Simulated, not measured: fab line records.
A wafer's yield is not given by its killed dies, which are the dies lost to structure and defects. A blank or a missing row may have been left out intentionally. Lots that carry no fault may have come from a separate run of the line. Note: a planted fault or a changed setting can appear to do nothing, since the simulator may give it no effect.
A lot that was struck, set against a sound lot + flow n5-finfet + 35 out of 1938 route steps
Sound: the wafers L280.4, L280.5, L280.6. Struck: wafer L285.2. (L285.1, L285.6 of the same lot were not struck and are left out.) The cause comes at the end.
At each step with rows: each side's tool, then ch and its chambers, then its first start. Under that, the readings that differ: sound wafers + struck wafers + difference of the means + sigmas: that difference in standard deviations of wafers without a fault.
alike: a reading whose means differ by less than 2 such deviations, as well as words and numbers matching on both sides. not compared: withheld readings; readings where some wafer has no value; bounds like >300 that might hide an equal value; numbers whose values overlap and for which the record gives no deviation.
A row with sigmas, a row that says differs or no value, or rows on one side alone: a step with any of these is where the two part. When numbers do not overlap yet have no deviation, they are printed without sigmas and do not part them. A reading missing from all wafers of one side parts the sides only when that side holds two or more wafers.

first, 8 steps without rows for these wafers: N5_BEOL_M10_SPUTTER_48 (material Cu, target thk 12 nm, time 2 s); N5_BEOL_M10_ECD_50 (material Cu, target thk 318 nm); N5_BEOL_M10_ANNEAL_51 (time 90 s); N5_BEOL_M10_CMP_52 (polishes, stops on SiCOH lowk, t overpolish 7 s, target thk 140 nm); N5_BEOL_M10_PRE_CLEAN_55 (time 15 s); N5_BEOL_M10_DEP_56 (deposits SiCN from 3MS/NH3, target thk 15 nm, time 26.5 s); N5_BEOL_M11_ILD_DEP_00 (deposits SiCOH lowk from DEMS/porogen, target thk 308.51 nm, time 58 s); N5_BEOL_M11_CURE_71 (cures SiCOH lowk, time 240 s).
N5_BEOL_M11_PECVD_70: deposits SiO2 from TEOS/O2, target thk 20 nm, time 22.7 s.
  sound on pecvd-04 ch 0,1,2, day 12 06:18; struck on pecvd-04 ch 2, day 13 06:49
| reading                                     | sound                | struck | difference | sigmas |
|---------------------------------------------|----------------------|--------|------------|--------|
| susceptor-temp-C (C)                        | 399.85 399.82 400.05 | 419.50 | +19.59     | +98    |
| model.SiO2_of_BEOL_M11_PECVD_70.thk-nm (nm) | 20.6 20.4 20.4       | 17.8   | -2.7       |        |
  alike: heater-power-w, showerhead-plenum-p-Torr, showerhead-vpp-V, throttle-valve-pct
then, 24 steps without rows for these wafers: N5_BEOL_M11_HM_DEP_02 (deposits TiN, target thk 20 nm); N5_BEOL_M11_COAT_59 (time 60 s, resist thk 100 nm); N5_BEOL_M11_COAT_60 (time 60 s, resist thk 30 nm); N5_BEOL_M11_COAT_05 (resist thk 90 nm); N5_BEOL_M11_EBR_07; N5_BEOL_M11_SOFTBAKE_06 (time 60 s); N5_BEOL_M11_EXPOSE_08 (exposes mask M11); N5_BEOL_M11_PEB_09 (peb time 60 s); N5_BEOL_M11_DEVELOP_10 (develop time 30 s); N5_BEOL_M11_DESCUM_16 (chemistry O2, time 7.9 s); N5_BEOL_M11_ETCH_61 (etches SiARC in CF4, target depth 39 nm, time 65 s); N5_BEOL_M11_ETCH_62 (etches SOC in N2/H2, target depth 110 nm, overetch 22 nm, time 165 s); N5_BEOL_M11_STRIP_68 (strips in N2/H2); N5_BEOL_M11_STRIP_67 (strips in CF4); N5_BEOL_M11_HM_OPEN_17 (chemistry Cl2/BCl3, target TiN, target depth 20 nm, overetch 6 nm); N5_BEOL_M11_STRIP_19 (strips in O2); N5_BEOL_M11_COAT_63 (time 60 s, resist thk 100 nm); N5_BEOL_M11_COAT_64 (time 60 s, resist thk 30 nm); N5_BEOL_M11_COAT_22 (resist thk 90 nm); N5_BEOL_M11_EBR_24; N5_BEOL_M11_SOFTBAKE_23 (time 60 s); N5_BEOL_M11_EXPOSE_25 (exposes mask V10); N5_BEOL_M11_PEB_26 (peb time 60 s); N5_BEOL_M11_DEVELOP_27 (develop time 30 s).
N5_BEOL_M11_HM_STRIP_39: strips TiN in peroxide tin strip, target depth 25 nm, time 158 s.
  sound on wet-bench-05 ch 0,3,7, day 12 10:39; struck on wet-bench-03 ch 2, day 13 12:23
| reading                                     | sound          | struck | difference | sigmas |
|---------------------------------------------|----------------|--------|------------|--------|
| model.SiO2_of_BEOL_M11_PECVD_70.thk-nm (nm) | 20.4 20.2 20.2 | 17.6   | -2.7       |        |
N5_BEOL_M11_CMP_52: polishes, stops on SiCOH lowk, t overpolish 7 s, target thk 140 nm.
  sound on cmp-02 ch 0,3, day 12 13:53; struck on cmp-02 ch 2, day 13 14:11
| reading                      | sound          | struck | difference | sigmas |
|------------------------------|----------------|--------|------------|--------|
| barrier-field-endpoint-s (s) | 30.1 30.2 30.1 | 25.8   | -4.3       | -7     |
  alike: motor-current-A

== WHERE THEY PART ==
First at N5_BEOL_M11_PECVD_70; last, within this record, at N5_BEOL_M11_CMP_52.

WHY: the cause the simulator had injected
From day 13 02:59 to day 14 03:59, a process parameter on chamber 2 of pecvd-04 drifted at N5_BEOL_M11_PECVD_70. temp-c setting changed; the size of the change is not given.
